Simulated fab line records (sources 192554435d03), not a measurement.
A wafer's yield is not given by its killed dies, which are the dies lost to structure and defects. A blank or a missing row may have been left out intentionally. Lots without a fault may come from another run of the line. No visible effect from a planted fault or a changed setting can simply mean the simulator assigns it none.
A struck lot beside a sound one | flow n5-finfet | 22 out of 1938 route steps
Sound: wafers L559.2, L559.4, L559.6. The struck wafers were L564.1, L564.2, L564.6. The cause is named last.
At each step with rows: each side's tool, then ch and its chambers, then its first start. Under that, the readings that differ: sound wafers | struck wafers | difference of the means | sigmas: that difference in standard deviations of wafers without a fault.
alike: words and numbers the same on both sides, and readings whose means are apart by under 2 such deviations; not compared: readings that were withheld, readings missing a value for some wafer, numbers with overlapping values and no deviation given by the record, and bounds like >300 which may hide the same value.
The two part at a step that has a row with sigmas, a row that says differs or no value, or rows on one side only. When numbers do not overlap yet have no deviation, they are printed without sigmas and do not part them. Lack of a reading on every wafer of one side parts them only where that side has two or more wafers.

first, 7 steps without rows for these wafers: N5_BEOL_M4_COAT_73 (time 60 s, resist thk 5 nm); N5_BEOL_M4_COAT_05 (resist thk 30 nm); N5_BEOL_M4_EBR_07; N5_BEOL_M4_SOFTBAKE_06 (time 60 s); N5_BEOL_M4_EXPOSE_08 (exposes mask M4); N5_BEOL_M4_PEB_09 (peb time 60 s); N5_BEOL_M4_DEVELOP_10 (develop time 30 s).
N5_BEOL_M4_CD_MEAS_11 targets a cd of 16.79 nm.
  sound on cd-sem-01 ch 0, day 8 18:13; struck on cd-sem-03 ch 0, day 10 03:48
  alike: cd-nm
N5_BEOL_M4_OVL_MEAS_12:
  sound on overlay-02 ch 0, day 8 18:16; struck on overlay-01 ch 0, day 10 03:50
  reading     | sound          | struck       | difference | sigmas
  M4_OVL (nm) | -0.7 -1.3 -1.9 | 0.2 0.5 -0.1 | +1.5       | +3
N5_BEOL_M4_INSPECT_13: inspects for defects (brightfield).
  sound: defect-inspect-02 at day 8 18:19; struck: defect-inspect-01 at day 10 03:53
  alike: raw-defect-count
N5_BEOL_M4_DESCUM_16: chemistry O2, time 7 s.
  sound on rie-diel-03 ch 1,2,3, day 8 18:34; struck on rie-diel-03 ch 2,3, day 10 03:55
  alike: drypump-motor-current-A, oes-product-au, rf-fwd-power-W, rf-vpp-V, showerhead-plenum-p-Torr, throttle-valve-pct
  not compared: rf-hours-counter-h
N5_BEOL_M4_ETCH_74: etches underlayer in N2/H2, target depth 6.5 nm, time 5.2 s.
  sound on rie-diel-03 ch 1,2,3, day 8 18:37; struck on rie-diel-03 ch 2,3, day 10 03:58
  alike: bias-w, chamber-pressure-mTorr, drypump-motor-current-A, etch-rf-on-time-s, oes-product-au, rf-fwd-power-W, rf-vpp-V, showerhead-plenum-p-Torr, throttle-valve-pct
  not compared: rf-hours-counter-h
N5_BEOL_M4_ETCH_63: etches SiARC in CF4, target depth 15.6 nm, time 26 s.
  sound on rie-diel-03 ch 1,2,3, day 8 18:38; struck on rie-diel-03 ch 2,3, day 10 03:58
  no value came back on the struck wafers for any of 9 readings (bias-w (W), cf4-flow-sccm (sccm) and others); on the sound wafers bias-w (W) reads 36.03 36.24 35.93
  reading                                      | sound        | struck         | difference | sigmas
  model.CAR-EUV_of_BEOL_M4_COAT_05.thk-nm (nm) | 11.2 11 11.2 | 20.4 20.4 20.4 | +9.3       |
  not compared: rf-hours-counter-h
N5_BEOL_M4_ETCH_64: etches SOC in N2/H2, target depth 75 nm, overetch 22.5 nm, time 121.9 s.
  sound on rie-diel-03 ch 1,2,3, day 8 18:39; struck on rie-diel-03 ch 2,3, day 10 04:00
  reading               | sound          | struck         | difference | sigmas
  oes-product-au (a.u.) | 0.55 0.56 0.66 | 0.26 0.32 0.32 | -0.29      | -4
  alike: bias-w, chamber-pressure-mTorr, drypump-motor-current-A, rf-fwd-power-W, rf-vpp-V, showerhead-plenum-p-Torr, throttle-valve-pct
  not compared: rf-hours-counter-h
then, 2 steps without rows for these wafers: N5_BEOL_M4_STRIP_65 (strips in N2/H2); N5_BEOL_M4_STRIP_75 (strips in N2/H2).
N5_BEOL_M4_STRIP_66: strips in CF4.
  sound on rie-diel-03 ch 1,2,3, day 8 18:47; struck on rie-diel-03 ch 2,3, day 10 04:08
  alike: drypump-motor-current-A, oes-product-au, rf-fwd-power-W, rf-vpp-V, showerhead-plenum-p-Torr, throttle-valve-pct
  not compared: rf-hours-counter-h
N5_BEOL_M4_HM_OPEN_17: chemistry Cl2/BCl3, target TiN, target depth 20 nm, overetch 6 nm.
  sound on rie-metal-02 ch 1, day 8 18:52; struck on rie-metal-03 ch 0,1, day 10 04:10
  reading                | sound             | struck            | difference | sigmas
  oes-product-au (a.u.)  | 0.68 0.69 0.68    | 0.26 0.27 0.25    | -0.42      | -5
  throttle-valve-pct (%) | 22.00 21.99 21.98 | 22.69 22.92 22.70 | +0.78      | +7
  alike: drypump-motor-current-A, rf-fwd-power-W
  not compared: rf-hours-counter-h
N5_BEOL_M4_STRIP_19: strips in O2.
  sound on rie-diel-03 ch 0,2,3, day 8 19:04; struck on rie-diel-04 ch 1,2, day 10 04:17
  reading                     | sound       | struck      | difference | sigmas
  drypump-motor-current-A (A) | 5.7 5.8 5.5 | 6.1 6.4 6.4 | +0.6       | +2
  alike: oes-product-au, rf-vpp-V, showerhead-plenum-p-Torr, throttle-valve-pct
  not compared: rf-hours-counter-h
N5_BEOL_M4_CD_MEAS_18: pitch 36 nm, target cd 18 nm.
  sound: cd-sem-01 at day 8 19:08; struck: cd-sem-03 at day 10 04:22
  reading    | sound             | struck | difference                    | sigmas
  cd-nm (nm) | 17.72 17.67 17.50 | - - -  | no value on the struck wafers |
then, 1 step without rows for these wafers: N5_BEOL_M4_COAT_67 (time 60 s, resist thk 60 nm).
N5_BEOL_M4_RC_MEAS_101:
  the record has rows for the sound wafers here (prober-01 ch 0, day 9 05:35) and none for the struck ones

== WHERE THEY PART ==
First at N5_BEOL_M4_OVL_MEAS_12; last, within this record, at N5_BEOL_M4_RC_MEAS_101.

WHY: whatever the simulator had introduced
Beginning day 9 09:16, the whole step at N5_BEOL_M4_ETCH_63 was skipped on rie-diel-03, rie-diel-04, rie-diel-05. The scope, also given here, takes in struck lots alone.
